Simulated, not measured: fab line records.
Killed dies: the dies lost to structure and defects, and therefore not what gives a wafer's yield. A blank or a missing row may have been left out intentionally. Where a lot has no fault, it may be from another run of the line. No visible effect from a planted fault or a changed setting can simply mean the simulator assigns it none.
Problem report, 8D (eight disciplines) form, completed by code | flow n5 finfet | the parts of the form that need people (team, actions taken, sign-off) are left out

## 1. THE PROBLEM
A mean of 1191 is read at N5_SD_EPI_P_INSPECT_26 for raw defect count, taken on 1 wafer of 1 lot, against 176 (standard deviation 34) on wafers free of any fault. That puts it +30 standard deviations away from the usual mean.
The step: inspects for defects (darkfield).
Seen first at day 7 16:32 on defect inspect-02, wafer L383.1. Wafers with a number at this step in the record: 26, from 9 lots. Rule for "out" (also "out of limits"): further than 4 standard deviations from the usual mean. Any other wafer with a number is counted as sound.

## 2. WHAT IT IS, WHAT IT ISN'T
question                    | is                | is not
which readings at this step | raw defect count  | -
which lots                  | L383              | L366, L369, L370, L371, L373, L376, L387, L388
which wafers of those lots  | L383.1            | L383.2, L383.5
read on which gauges        | defect inspect-02 | defect inspect-01
when                        | from day 7 16:32  | up to then (19 sound wafers); but 6 sound wafers of L387, L388 came after

## 3. SUSPECTS, AND WHAT RULES EACH OUT
Counting: any tool at a process step up to the reading remains a suspect provided it ran every lot that is out. Sound lots after the first of them don't rule it out here, since some wafers of a struck lot are sound.
- the gauge at N5_SD_EPI_P_INSPECT_26 is ruled out. All the wafers that are out were read on defect inspect-02, but those of them that N5_PASSIVATION_PROBE_49 has rows for are out there too, on other tools.
- ald sin-04 at N5_SD_EPI_N_LINER_46 (material SiNx, target thk 3 nm): kept. The lot that is out, L383, ran on it at day 7 12:11; the last sound lot it ran before that was L376, at day 5 22:30.
- rie diel-05 at N5_SD_EPI_P_ETCH_36 (etches SiARC in CF4, target depth 45.5 nm, time 75.8 s): kept. The lot that is out, L383, ran on it at day 7 12:50; the last sound lot it ran before that was L376, at day 5 23:09.
- wet bench-06 at N5_SD_EPI_P_PRECLEAN_24 (cleans in O3/DIW, time 45 s): kept. The lot that is out, L383, ran on it at day 7 16:28; the last sound lot it ran before that was L370, at day 4 15:40.
- The sound lot-mates ran in chamber 2 of ald sin-04 at N5_SD_EPI_N_LINER_46, but the wafers that are out ran in chamber 1.
- Within rie diel-05 at N5_SD_EPI_P_ETCH_36: the wafers that are out ran in chamber 1; their sound lot-mates ran in chambers 0, 3.
After the count, these remain: ald sin-04 at N5_SD_EPI_N_LINER_46, rie diel-05 at N5_SD_EPI_P_ETCH_36 and wet bench-06 at N5_SD_EPI_P_PRECLEAN_24.

## 4. THE CAUSE (what the simulator had put in)
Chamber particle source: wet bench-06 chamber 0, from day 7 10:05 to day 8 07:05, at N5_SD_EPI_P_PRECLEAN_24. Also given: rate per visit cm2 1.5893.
This tool is one of the 3 suspects left after counting.

## 5. THE CHAIN OF EFFECTS, in route order
Each row: a reading where the mean over the struck wafers with a number is more than 3 standard deviations away from the usual. Only readings for which the record gives a usual standard deviation are gone through. hours: the time from each lot's start at the first step in this table that gives one to its start at this step, as a median over the lots. sigmas: the change in usual standard deviations.
hours | step                    | reading              | usual  | on struck wafers | change | sigmas
0     | N5_SD_EPI_P_INSPECT_26  | raw defect count     | 176    | 1191             | +1015  | +30
207   | N5_PASSIVATION_PROBE_49 | defect limited yield | 91.2 % | 80.7             | -10.5  | -7.5
207   | N5_PASSIVATION_PROBE_49 | killed at front end  | 42     | 167              | +125   | +9.6
207   | N5_PASSIVATION_PROBE_49 | killed dies          | 104    | 228              | +124   | +7.3
207   | N5_PASSIVATION_PROBE_49 | sort_bin_5_function  | 5.2 %  | 12.5             | +7.3   | +7.8
207   | N5_PASSIVATION_PROBE_49 | sort n pass          | 1075   | 952              | -123   | -7.7
207   | N5_PASSIVATION_PROBE_49 | sort yield pct       | 91.1 % | 80.7             | -10.4  | -7.4
It contains these process steps:
- N5_PASSIVATION_PROBE_49
Later measuring or inspecting steps at which every struck wafer that the step has a row for has a number for every such reading, and none has moved that far: N5_BEOL_M4_RC_MEAS_101.

## 6. HOW IT WOULD HAVE BEEN CAUGHT EARLIER
The first out-of-limits reading at a measuring or inspecting step in this record came at day 7 16:32, 6 hours after the fault's start at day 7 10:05.
Each of the lots that are out, 1 in all, had begun N5_SD_EPI_P_PRECLEAN_24 on wet bench-06 no later than day 7 16:32. Tool hold at that time: it would have spared none of them.
